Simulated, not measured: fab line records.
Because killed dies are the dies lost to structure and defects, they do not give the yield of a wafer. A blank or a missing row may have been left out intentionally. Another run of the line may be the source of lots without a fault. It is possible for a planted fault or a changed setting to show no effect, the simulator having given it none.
Comparing a struck lot with a sound one ; flow n5_finfet ; 36 steps out of a route of 1938
Sound: the wafers L391.1, L391.4, L391.6. Struck: wafer L403.3. (L403.1, L403.5 of the same lot were not struck and are left out.) The cause comes at the end.
At each step with rows: each side's tool, then ch and its chambers, then its first start. Under that, the readings that differ: sound wafers ; struck wafers ; difference of the means ; sigmas: that difference in standard deviations of wafers without a fault.
alike: a reading whose means differ by less than 2 such deviations, as well as words and numbers matching on both sides. not compared: withheld readings; readings where some wafer has no value; bounds like >300 that might hide an equal value; numbers whose values overlap and for which the record gives no deviation.
A row with sigmas, a row that says differs or no value, or rows on one side alone: a step with any of these is where the two part. Numbers that don't overlap but have no deviation are shown without sigmas and don't part them. A reading missing from all wafers of one side parts the sides only when that side holds two or more wafers.

first, 9 steps without rows for these wafers: N5_BEOL_M4_ANNEAL_95 (time 240 s); N5_BEOL_M4_SPUTTER_96 (material Cu, target thk 4.5 nm, time 8.29 s); N5_BEOL_M4_ECD_50 (material Cu, target thk 300 nm); N5_BEOL_M4_ANNEAL_51 (time 90 s); N5_BEOL_M4_CMP_52 (polishes, stops on SiOC, t overpolish 6.8 s, target thk 40 nm); N5_BEOL_M4_PRE_CLEAN_60 (time 15 s); N5_BEOL_M4_CO_CAP_55 (material Co, precursor CCTBA/H2, target thk 2 nm, time 102.1 s); N5_BEOL_M4_PRE_CLEAN_56 (time 15 s); N5_BEOL_M4_DEP_57 (deposits SiCN from 3MS/NH3, target thk 8 nm, time 14 s).
N5_BEOL_M4_RC_MEAS_101:
  sound on prober-02 ch 0, day 11 23:44; struck on prober-02 ch 0, day 15 09:06
reading;sound;struck;difference;sigmas
DIBL_N (mV/V);34.5 35.8 36.5;38.3;+2.7;+2
  alike: DIBL_P, IOFF_N, IOFF_P, ION_N, ION_P, SS_N, SS_P, VT_N, VT_P
then, 24 steps without rows for these wafers: N5_BEOL_M5_ILD_DEP_00 (deposits SiCOH lowk from DEMS/porogen, target thk 140.64 nm, time 25.9 s); N5_BEOL_M5_CURE_79 (cures SiCOH lowk, time 240 s); N5_BEOL_M5_PECVD_70 (deposits SiO2 from TEOS/O2, target thk 16 nm, time 18 s); N5_BEOL_M5_HM_DEP_02 (deposits TiN, target thk 20 nm); N5_BEOL_M5_COAT_59 (time 60 s, resist thk 60 nm); N5_BEOL_M5_COAT_60 (time 60 s, resist thk 12 nm); N5_BEOL_M5_COAT_71 (time 60 s, resist thk 5 nm); N5_BEOL_M5_COAT_05 (resist thk 30 nm); N5_BEOL_M5_EBR_07; N5_BEOL_M5_SOFTBAKE_06 (time 60 s); N5_BEOL_M5_EXPOSE_08 (exposes mask M5, target cd 28 nm); N5_BEOL_M5_PEB_09 (peb time 60 s); N5_BEOL_M5_DEVELOP_10 (develop time 30 s); N5_BEOL_M5_DESCUM_16 (chemistry O2, time 7 s); N5_BEOL_M5_ETCH_72 (etches underlayer in N2/H2, target depth 6.5 nm, time 5.2 s); N5_BEOL_M5_ETCH_61 (etches SiARC in CF4, target depth 15.6 nm, time 26 s); N5_BEOL_M5_ETCH_62 (etches SOC in N2/H2, target depth 75 nm, overetch 15 nm, time 112.5 s); N5_BEOL_M5_STRIP_63 (strips in N2/H2); N5_BEOL_M5_STRIP_73 (strips in N2/H2); N5_BEOL_M5_STRIP_64 (strips in CF4); N5_BEOL_M5_HM_OPEN_17 (chemistry Cl2/BCl3, target TiN, target depth 20 nm, overetch 6 nm); N5_BEOL_M5_STRIP_19 (strips in O2); N5_BEOL_M5_COAT_65 (time 60 s, resist thk 60 nm); N5_BEOL_M5_COAT_66 (time 60 s, resist thk 12 nm).
N5_BEOL_M9_ETCH_66: etches SOC in N2/H2, target depth 80 nm, overetch 16 nm, time 120 s.
  sound on rie_diel-06 ch 0,2, day 13 21:41; struck on rie_diel-02 ch 3, day 17 01:37
reading;sound;struck;difference;sigmas
drypump_motor_current_A (A);6.2 6.6 6.6;4.7;-1.8;-3
oes_product_au (a.u.);0.73 0.73 0.73;0.57;-0.16;-3
model.etch.depth_nm (nm);60.06 60.06 60.06;57.35;-2.71;
model.SiARC_of_BEOL_M9_COAT_64.thk_nm (nm);6.2 6.4 6.4;8.6;+2.3;
  alike: rf_vpp_V, showerhead_plenum_p_Torr, throttle_valve_pct
  not compared: rf_hours_counter_h
-- the record jumps here: 2 days lie between the struck wafers' starts before and after (it left off in module BEOL_M9 and takes up again in module PASSIVATION, whose first step shown is number 1936 of the route) --
N5_PASSIVATION_PROBE_49:
  the record has rows for the struck wafers here (prober-01, day 19 11:23) and none for the sound ones

WHERE THEY PART
Earliest at N5_BEOL_M4_RC_MEAS_101; latest, in this record, at N5_PASSIVATION_PROBE_49.

WHY: the cause the simulator had injected
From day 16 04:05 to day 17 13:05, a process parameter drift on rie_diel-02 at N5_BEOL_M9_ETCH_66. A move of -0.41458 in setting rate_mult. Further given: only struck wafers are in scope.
